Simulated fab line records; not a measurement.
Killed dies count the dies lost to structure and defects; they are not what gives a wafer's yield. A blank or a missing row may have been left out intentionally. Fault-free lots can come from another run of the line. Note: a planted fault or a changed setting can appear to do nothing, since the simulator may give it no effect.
fab line records    flow nand_harc
record: lots: 7  wafers: 21  last_day: 26
route steps=1159 shown P_GATE@120 END@1159
lots with no fault: from the same line, run without faults
start_h: hours from the record's opening day to when the first of the lot's shown wafers began    wait_h: hours from the lot's prior step to this one    " unchanged from the row above    L1.1+2: several wafers, shown together as one row    - either no value or no given start    * or withheld: withheld    < > ~ a bound
route shown NAME@n: names a module that has steps shown in the file, with the first one's number in the route    usual: average and standard deviation across the fault-free wafers    same: alike in all rows    chamber/n: place in a boat    sites: per-site readings    _std_site: their standard deviation    _edge_site: the outer-site mean with the inner-site mean subtracted    radius_mm: for every site, how far away it sits from the centre of the wafer    mask NAME#n: copy n    behind: tool/chamber where the wafer was last shaped    hold: cause of the lot's hold/its duration in hours/its outcome    device: names the non-switching transistor (n, p or np)    end of line: the tests these same wafers got at the end of their route    a step with no rows: only its recipe    killed: the dies lost at the first sort to structure and to defects; this is not the yield of the wafer    map: the dies of a wafer, with x for killed, . for not killed, _ for no die there
set.NAME: the setting that was run; set.NAME@STEP: the one run at that earlier step    model.NAME: the simulator's own value behind a step, which no gauge read
a table for each step, a row for each wafer; lots at some steps of the route
services: from which hour (start_h, from the record's first day; less than 0 if before it) a tool's chamber was out of use, for how many hours, and why
== steps ==
step: NHARC_P_GATE_PEB_09
recipe: peb_temp_c: 118  peb_time_s: 85
step: NHARC_P_GATE_DEVELOP_10
recipe: time_s: 70
step: NHARC_P_GATE_CD_MEAS_11
recipe: target_cd_nm: 1640  landing_energy_ev: 500
usual: cd_nm: 1640.7/1.6
same: landing_energy_ev: 500
lot.wafer  tool       chamber  start_h  wait_h  cd_nm
L703.1     cd_sem-03  0        75.80    -       1637.8
L703.3     "          0        "        "       1641.0
L703.4     "          0        "        "       1638.7
L708.3     cd_sem-02  0        106.00   -       1642.9
L708.5     "          0        "        "       1641.6
L708.6     "          0        "        "       1641.7
L714.1     cd_sem-02  0        150.87   -       1639.2
L714.2     "          0        "        "       1639.5
L714.3     "          0        "        "       1641.6
L718.1     cd_sem-03  0        165.60   -       1642.0
L718.4     "          0        "        "       1642.4
L718.6     "          0        "        "       1641.6
L719.1     cd_sem-01  0        165.76   -       1641.6
L719.2     "          0        "        "       1640.5
L719.6     "          0        "        "       1640.6
L725.4     cd_sem-02  0        206.85   -       1639.5
L725.5     "          0        "        "       1642.6
L725.6     "          0        "        "       1640.4
L726.1     cd_sem-02  0        212.33   -       1641.4
L726.4     "          0        "        "       1641.0
L726.5     "          0        "        "       1642.5
step: NHARC_P_GATE_HARDBAKE_12
recipe: temp_c: 125  time_s: 80
step: NHARC_P_GATE_DESCUM_13
recipe: time_s: 3  o2_flow_sccm: 200  ar_flow_sccm: 0  bias_power_w: 0  chemistry: O2
usual: drypump_motor_current_A: 5.7/0.51  oes_product_au: 0.999/0.012  rf_vpp_V: 57.9/0.97  showerhead_plenum_p_Torr: 1.94/0.077  throttle_valve_pct: 11.311/0.01
lot.wafer  tool         chamber  start_h  wait_h  drypump_motor_current_A  oes_product_au  rf_hours_counter_h  rf_vpp_V  showerhead_plenum_p_Torr  throttle_valve_pct
L703.3     rie_diel-09  3        75.96    -       4.7                      0.995           59                  59.1      1.96                      11.299
L703.1     "            1        "        "       5.8                      1.004           59                  58.2      2.00                      11.321
L703.4     "            1        "        "       5.8                      1.013           -                   57.8      2.00                      11.308
L708.3     rie_diel-09  0        106.17   -       5.6                      0.997           7                   58.5      2.03                      11.295
L708.6     "            3        "        "       4.7                      0.989           -                   57.4      1.96                      11.309
L708.5     "            0        "        "       5.6                      0.991           -                   58.5      2.03                      11.307
L714.1     rie_diel-06  2        151.04   -       5.8                      1.006           18                  58.9      2.03                      11.309
L714.3     "            3        "        "       6.4                      0.992           18                  57.5      1.85                      11.300
L714.2     "            0        "        "       4.9                      1.009           18                  57.4      1.83                      11.306
L718.4     rie_diel-09  0        165.76   -       5.7                      0.993           28                  58.3      2.02                      11.316
L718.1     "            2        "        "       5.7                      0.981           29                  56.7      1.96                      11.327
L718.6     "            0        "        "       5.7                      0.984           -                   57.6      2.02                      11.319
L719.1     rie_diel-09  3        166.02   -       4.8                      1.000           28                  58.9      1.95                      11.319
L719.2     "            0        "        "       5.6                      0.991           28                  58.9      2.02                      11.307
L719.6     "            0        "        "       5.7                      1.004           -                   58.0      2.02                      11.313
L725.4     rie_diel-06  2        207.02   -       5.7                      1.001           29                  57.5      2.03                      11.301
L725.5     "            0        "        "       4.9                      1.006           -                   56.8      1.83                      11.306
L725.6     "            1        "        "       6.0                      0.988           -                   58.3      1.96                      11.315
L726.4     rie_diel-06  2        212.49   -       5.8                      0.999           30                  59.9      2.03                      11.323
L726.1     "            1        "        "       6.0                      0.979           31                  58.1      1.96                      11.309
L726.5     "            3        "        "       6.4                      1.010           -                   57.0      1.85                      11.302
step: NHARC_P_GATE_ETCH_14
recipe: target_depth_a: 488  chemistry: dHF  material: SiO2
step: NHARC_P_GATE_STRIP_15
recipe: time_s: 780  temp_c: 130  chemistry: SPM
step: NHARC_P_GATE_PRECLEAN_71
recipe: time_s: *  temp_c: 50  bath_age_min: 0  chemistry: SC1
step: NHARC_P_GATE_SRD_72
step: NHARC_P_GATE_OXIDE_16
recipe: target_thk_a: 30  temp_c: 875  ox_time_s: 392  material: SiO2
step: NHARC_P_GATE_CVD_17
recipe: target_thk_a: 1500  temp_c: 620  time_s: 900  material: poly-Si
step: NHARC_P_GATE_HM_DEP_102
recipe: target_thk_a: 1200  temp_c: 400  material: aC
usual: susceptor_temp_C: 400.05/0.21  throttle_valve_pct: 35.000/0.0093
lot.wafer  tool        chamber  start_h  wait_h  susceptor_temp_C  throttle_valve_pct
L703.1     acl_dep-01  0        93.37    5.2     -                 35.001
L703.3     "           0        "        "       -                 35.013
L703.4     "           0        "        "       -                 35.012
L708.3     acl_dep-02  0        118.91   0.6     399.59            34.993
L708.5     "           0        "        "       399.90            34.993
L708.6     "           0        "        "       399.66            35.003
L714.1     acl_dep-01  0        165.06   2.3     -                 35.002
L714.2     "           0        "        "       -                 34.999
L714.3     "           0        "        "       -                 34.994
L718.1     acl_dep-01  0        179.44   2.0     399.98            34.998
L718.4     "           0        "        "       400.10            34.983
L718.6     "           0        "        "       399.67            35.004
L719.1     acl_dep-03  0        179.71   2.3     399.86            34.998
L719.2     "           0        "        "       399.76            35.009
L719.6     "           0        "        "       399.95            35.005
L725.4     acl_dep-03  0        219.56   0.7     -                 35.016
L725.5     "           0        "        "       -                 34.983
L725.6     "           0        "        "       -                 35.005
L726.1     acl_dep-01  0        225.45   0.4     -                 34.996
L726.4     "           0        "        "       -                 35.000
L726.5     "           0        "        "       -                 34.998
step: NHARC_P_GATE_DEP_103
recipe: target_thk_a: 300  target_thk_nm: 30  temp_c: 400  flow_sccm: 200  rf_w: 350  material: SiON
usual: heater_power_outer_w: 410/62  heater_power_w: 695/92
lot.wafer  tool      chamber  start_h  wait_h  heater_power_outer_w  heater_power_w
L703.3     pecvd-01  0        94.03    0.3     447                   838
L703.1     "         1        "        "       332                   552
L703.4     "         2        "        "       501                   788
L708.3     pecvd-01  2        119.47   0.4     433                   711
L708.5     "         0        "        "       434                   797
L708.6     "         2        "        "       427                   722
L714.3     pecvd-01  2        165.74   0.4     -                     -
L714.1     "         0        "        "       -                     -
L714.2     "         1        "        "       -                     -
L718.1     pecvd-03  2        180.11   0.6     -                     -
L718.6     "         0        "        "       -                     -
L718.4     "         1        "        "       -                     -
L719.2     pecvd-03  0        180.37   0.4     -                     -
L719.1     "         1        "        "       -                     -
L719.6     "         0        "        "       -                     -
L725.6     pecvd-01  0        219.99   0.1     339                   695
L725.4     "         1        "        "       325                   551
L725.5     "         2        "        "       463                   780
L726.1     pecvd-04  1        226.16   0.6     490                   797
L726.5     "         2        "        "       387                   650
L726.4     "         0        "        "       444                   712
step: NHARC_P_GATE_DEHYDRATE_18
recipe: temp_c: 150  time_s: 120
step: NHARC_END_SORT_01
recipe: temp_c: 25
usual: killed_at_array: 28/9.1  killed_at_other: 0.6/0.87  killed_at_periphery: 3.4/2.7  killed_dies: 32/9  killed_open: 3.2/1.9  killed_short: 2.0/1.3
same: gross_dies: 677
lot.wafer  tool       chamber  start_h  wait_h  killed_at_array  killed_at_other  killed_at_periphery  killed_dies  killed_open  killed_short
L714.1     prober-02  0        541.07   2.5     40               0                637                  677          5            0
L714.2     prober-02  0        541.88   2.8     38               0                639                  677          5            2
L714.3     prober-02  0        542.69   3.1     40               0                637                  677          3            4
L719.1     prober-02  0        548.97   2.5     36               0                641                  677          3            1
L719.2     prober-02  0        549.77   2.8     47               1                629                  677          3            3
L719.6     prober-02  0        552.98   4.0     39               1                637                  677          2            3
L718.1     prober-02  0        556.80   2.5     21               0                656                  677          3            2
L718.4     prober-02  0        559.17   3.4     19               3                655                  677          2            2
L718.6     prober-02  0        560.76   4.0     17               2                658                  677          2            4
killed by level:class
L714.1 P_GATE:area_dep=632 A_CHANNEL_HOLE_D1:chamber_film_flake=14 A_SLIT:chamber_film_flake=14 A_CONTACT:chamber_film_flake=5 A_STAIRCASE:chamber_film_flake=3 P_GATE:geometric_particle:open=1 P_CONTACT:geometric_particle:open=1 P_M0:geometric_particle:open=1
L714.2 P_GATE:area_dep=636 A_SLIT:chamber_film_flake=11 A_CHANNEL_HOLE_D1:chamber_film_flake=9 A_STAIRCASE:chamber_film_flake=4 A_SGD_CUT:chamber_film_flake=4 A_CONTACT:chamber_film_flake=4 A_M0:geometric_particle:open=2 P_ZERO_WELL:chamber_film_flake=2
L714.3 P_GATE:area_dep=636 A_SLIT:chamber_film_flake=16 A_CHANNEL_HOLE_D1:chamber_film_flake=12 A_CONTACT:chamber_film_flake=2 A_ONON_D1:geometric_particle:short=1 A_CHANNEL_FILL_D1:geometric_particle:short=1 A_SGD_CUT:geometric_particle:short=1 A_CONTACT:geometric_particle:open=1
L719.1 P_GATE:area_dep=640 A_SLIT:chamber_film_flake=15 A_CHANNEL_HOLE_D1:chamber_film_flake=5 A_CONTACT:chamber_film_flake=4 A_M1:chamber_film_flake=4 A_CONTACT:geometric_particle:open=3 A_WL_FILL:chamber_film_flake=2 A_WL_FILL:geometric_particle:short=1
L719.2 P_GATE:area_dep=628 A_SLIT:chamber_film_flake=15 A_CHANNEL_HOLE_D1:chamber_film_flake=11 A_CONTACT:chamber_film_flake=9 A_STAIRCASE:chamber_film_flake=4 A_ONON_D1:geometric_particle:open=2 A_M1:chamber_film_flake=2 A_SOURCE_PLATE:geometric_particle:short=1
L719.6 P_GATE:area_dep=636 A_CHANNEL_HOLE_D1:chamber_film_flake=12 A_SLIT:chamber_film_flake=11 A_CONTACT:chamber_film_flake=7 A_M1:chamber_film_flake=4 A_WL_FILL:geometric_particle:short=2 A_ONON_D1:geometric_particle:short=1 A_BLC:geometric_particle:open=1
L718.1 P_GATE:area_dep=645 A_CONTACT:chamber_film_flake=7 P_M0:chamber_film_flake=5 A_CHANNEL_HOLE_D1:chamber_film_flake=4 A_STAIRCASE:chamber_film_flake=4 A_WL_FILL:geometric_particle:short=2 P_STI:chamber_film_flake=2 A_ZERO_WELL:chamber_film_flake=2
L718.4 P_GATE:area_dep=643 A_CHANNEL_HOLE_D1:chamber_film_flake=9 P_M0:chamber_film_flake=5 A_CONTACT:chamber_film_flake=4 P_GATE:chamber_film_flake=3 A_STAIRCASE:chamber_film_flake=3 THIN_TSV:chamber_film_flake=3 P_M2:geometric_particle:short=1
L718.6 P_GATE:area_dep=650 A_CHANNEL_HOLE_D1:chamber_film_flake=5 A_CONTACT:chamber_film_flake=5 P_M0:chamber_film_flake=4 P_BONDPAD:chamber_film_flake=2 A_ONON_D1:geometric_particle:short=1 A_CHANNEL_HOLE_D1:geometric_particle:short=1 A_CHANNEL_FILL_D1:geometric_particle:short=1
map L714.1 (x killed, . not)
____________x____________
_________xxxxxxx_________
_______xxxxxxxxxxx_______
______xxxxxxxxxxxxx______
_____xxxxxxxxxxxxxxx_____
____xxxxxxxxxxxxxxxxx____
____xxxxxxxxxxxxxxxxx____
___xxxxxxxxxxxxxxxxxxx___
___xxxxxxxxxxxxxxxxxxx___
__xxxxxxxxxxxxxxxxxxxxx__
__xxxxxxxxxxxxxxxxxxxxx__
_xxxxxxxxxxxxxxxxxxxxxxx_
_xxxxxxxxxxxxxxxxxxxxxxx_
_xxxxxxxxxxxxxxxxxxxxxxx_
_xxxxxxxxxxxxxxxxxxxxxxx_
_xxxxxxxxxxxxxxxxxxxxxxx_
xxxxxxxxxxxxxxxxxxxxxxxxx
xxxxxxxxxxxxxxxxxxxxxxxxx
xxxxxxxxxxxxxxxxxxxxxxxxx
xxxxxxxxxxxxxxxxxxxxxxxxx
xxxxxxxxxxxxxxxxxxxxxxxxx
_xxxxxxxxxxxxxxxxxxxxxxx_
_xxxxxxxxxxxxxxxxxxxxxxx_
_xxxxxxxxxxxxxxxxxxxxxxx_
_xxxxxxxxxxxxxxxxxxxxxxx_
_xxxxxxxxxxxxxxxxxxxxxxx_
__xxxxxxxxxxxxxxxxxxxxx__
__xxxxxxxxxxxxxxxxxxxxx__
___xxxxxxxxxxxxxxxxxxx___
___xxxxxxxxxxxxxxxxxxx___
____xxxxxxxxxxxxxxxxx____
____xxxxxxxxxxxxxxxxx____
_____xxxxxxxxxxxxxxx_____
______xxxxxxxxxxxxx______
_______xxxxxxxxxxx_______
_________xxxxxxx_________
____________x____________
map L718.1 (x killed, . not)
____________x____________
_________xxxxxxx_________
_______xxxxxxxxxxx_______
______xxxxxxxxxxxxx______
_____xxxxxxxxxxxxxxx_____
____xxxxxxxxxxxxxxxxx____
____xxxxxxxxxxxxxxxxx____
___xxxxxxxxxxxxxxxxxxx___
___xxxxxxxxxxxxxxxxxxx___
__xxxxxxxxxxxxxxxxxxxxx__
__xxxxxxxxxxxxxxxxxxxxx__
_xxxxxxxxxxxxxxxxxxxxxxx_
_xxxxxxxxxxxxxxxxxxxxxxx_
_xxxxxxxxxxxxxxxxxxxxxxx_
_xxxxxxxxxxxxxxxxxxxxxxx_
_xxxxxxxxxxxxxxxxxxxxxxx_
xxxxxxxxxxxxxxxxxxxxxxxxx
xxxxxxxxxxxxxxxxxxxxxxxxx
xxxxxxxxxxxxxxxxxxxxxxxxx
xxxxxxxxxxxxxxxxxxxxxxxxx
xxxxxxxxxxxxxxxxxxxxxxxxx
_xxxxxxxxxxxxxxxxxxxxxxx_
_xxxxxxxxxxxxxxxxxxxxxxx_
_xxxxxxxxxxxxxxxxxxxxxxx_
_xxxxxxxxxxxxxxxxxxxxxxx_
_xxxxxxxxxxxxxxxxxxxxxxx_
__xxxxxxxxxxxxxxxxxxxxx__
__xxxxxxxxxxxxxxxxxxxxx__
___xxxxxxxxxxxxxxxxxxx___
___xxxxxxxxxxxxxxxxxxx___
____xxxxxxxxxxxxxxxxx____
____xxxxxxxxxxxxxxxxx____
_____xxxxxxxxxxxxxxx_____
______xxxxxxxxxxxxx______
_______xxxxxxxxxxx_______
_________xxxxxxx_________
____________x____________
== services ==
tool         chamber  start_h  hours  kind
pecvd-01     -        56.03    13.0   pm
pecvd-01     0        56.03    13.0   vent_cycle
pecvd-01     1        56.03    13.0   vent_cycle
pecvd-01     2        56.03    13.0   vent_cycle
rie_diel-09  0        56.25    -      clean
rie_diel-09  1        56.25    -      clean
rie_diel-09  2        56.25    -      clean
rie_diel-09  3        56.25    -      clean
acl_dep-02   -        63.92    7.3    repair
rie_diel-06  -        64.23    9.0    pm
pecvd-03     2        70.15    19.5   repair
rie_diel-09  -        77.10    9.0    pm
pecvd-04     0        110.89   3.0    repair
pecvd-03     -        111.12   13.0   pm
acl_dep-01   -        111.66   13.0   pm
acl_dep-02   -        167.47   0.1    repair
acl_dep-02   -        167.89   13.0   pm
rie_diel-09  3        178.49   5.0    repair
rie_diel-06  -        178.84   0.5    repair
rie_diel-06  0        191.14   4.7    repair
pecvd-04     -        195.48   13.0   pm
pecvd-01     -        196.47   0.8    repair
rie_diel-06  -        216.77   1.4    repair
acl_dep-03   -        224.49   13.0   pm
== key ==
first_sign: step: NHARC_P_GATE_DEP_103  reading: tool_record  direction: missing
effect: step: NHARC_END_SORT_01  reading: killed_at_periphery  direction: up  sigmas: 99+  usual: 3.4  struck: 643.2
more_kills_born_at: NHARC_P_GATE_DEP_103@pecvd-03: 3841  NHARC_P_GATE_DEP_103@pecvd-01: 1904
met_at NHARC_P_GATE_DEP_103
struck_wafers L714.1,L714.2,L714.3,L718.1,L718.4,L718.6,L719.1,L719.2,L719.6
later_rows_left_out L714.1,L714.2,L714.3,L718.1,L718.4,L718.6,L719.1,L719.2,L719.6
tester_left_out L714,L718,L719
onset_between 119.47 165.74
fault: kind: skipped_step_whole  tool: pecvd-01,pecvd-03  chamber: -  onset_h: 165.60  steps: NHARC_P_GATE_DEP_103  scope: struck_lots_only
tester_left_out: of these lots the tester's yield and bins aren't shown, on N5 and GAA mostly nor the transistor test; their killed dies are dies lost to structure and defects alone, not to doping, threshold or leakage, so they don't give the yield
later_rows_left_out: the simulator's readings of these wafers behind a module that went badly wrong aren't trusted and aren't shown, but for the sort
